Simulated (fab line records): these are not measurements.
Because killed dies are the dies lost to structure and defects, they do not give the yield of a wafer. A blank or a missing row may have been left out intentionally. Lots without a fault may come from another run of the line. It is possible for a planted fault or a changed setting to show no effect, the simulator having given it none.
Matching of chambers | flow nandHarc | NHARC_A_CHANNEL_FILL_D1_ALD_02 on aldHk-03 has 4 sister chambers
The step deposits SiO2, target thk 6 nm, pulse time 10 s, ald cycles 60. 18 wafers are shown with their chamber, then 8 later ones without.

== WAFERS, EACH WITH ITS CHAMBER ==
wafer  | chamber | heaterPowerW (W) | precursorPulseHeightRel
L345.3 | 0       | 492              | 1.036
L345.4 | 3       | 439              | 1.002
L345.6 | 0       | 483              | 0.977
L348.3 | 2       | 475              | 1.000
L348.4 | 3       | 432              | 1.006
L348.5 | 2       | 478              | 1.008
L350.3 | 1       | 416              | 1.027
L350.4 | 3       | 424              | 0.985
L350.5 | 1       | 412              | 1.019
L351.2 | 3       | 428              | 0.986
L351.3 | 1       | 417              | 0.995
L351.6 | 0       | 503              | 1.052
L353.1 | 1       | 411              | 1.009
L353.3 | 2       | 469              | 0.998
L353.5 | 2       | 462              | 0.981
L360.5 | 1       | 415              | 0.982
L360.6 | 2       | 474              | 0.999
L365.1 | 0       | 480              | 0.980

SIGNATURES (averages over the wafers above)
reading                 | chamber 0 | chamber 1 | chamber 2 | chamber 3 | scatter within a chamber
heaterPowerW            | 489.50    | 414.20    | 471.60    | 430.75    | 6.7
precursorPulseHeightRel | 1.01125   | 1.00640   | 0.99720   | 0.99475   | 0.0215
Rule: for a wafer and a chamber, the distance is found by dividing, reading by reading, the gap between the wafer's reading and the chamber's mean by the reading's scatter, squaring, summing and taking the root. The wafer belongs to the nearest chamber; if the next one is less than 2 further off, it can't be placed. The scatter is the square root of a quotient: the sum, over the shown wafers, of each reading's squared deviation from its chamber's mean, divided by wafers minus chambers.

== WAFERS MISSING THEIR CHAMBER ==
wafer  | heaterPowerW (W) | precursorPulseHeightRel
L365.4 | 417              | 1.012
L365.5 | 415              | 0.994
L366.2 | 414              | 0.996
L366.4 | 486              | 1.009
L366.6 | 479              | 1.008
L367.1 | 420              | 0.995
L367.2 | 494              | 1.014
L367.4 | 478              | 0.990

== WHICH CHAMBER EACH ONE RAN IN ==
wafer  | from the rows above     | in truth
L365.4 | can't be placed: 1 or 3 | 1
L365.5 | can't be placed: 1 or 3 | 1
L366.2 | 1                       | 1
L366.4 | can't be placed: 0 or 2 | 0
L366.6 | can't be placed: 2 or 0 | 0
L367.1 | can't be placed: 1 or 3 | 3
L367.2 | 0                       | 0
L367.4 | can't be placed: 2 or 0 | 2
Correct placement for 2 of the 8. Cannot be placed on the basis of these rows: 6; the candidates contain the true chamber in 6. Number placed wrongly: 0.
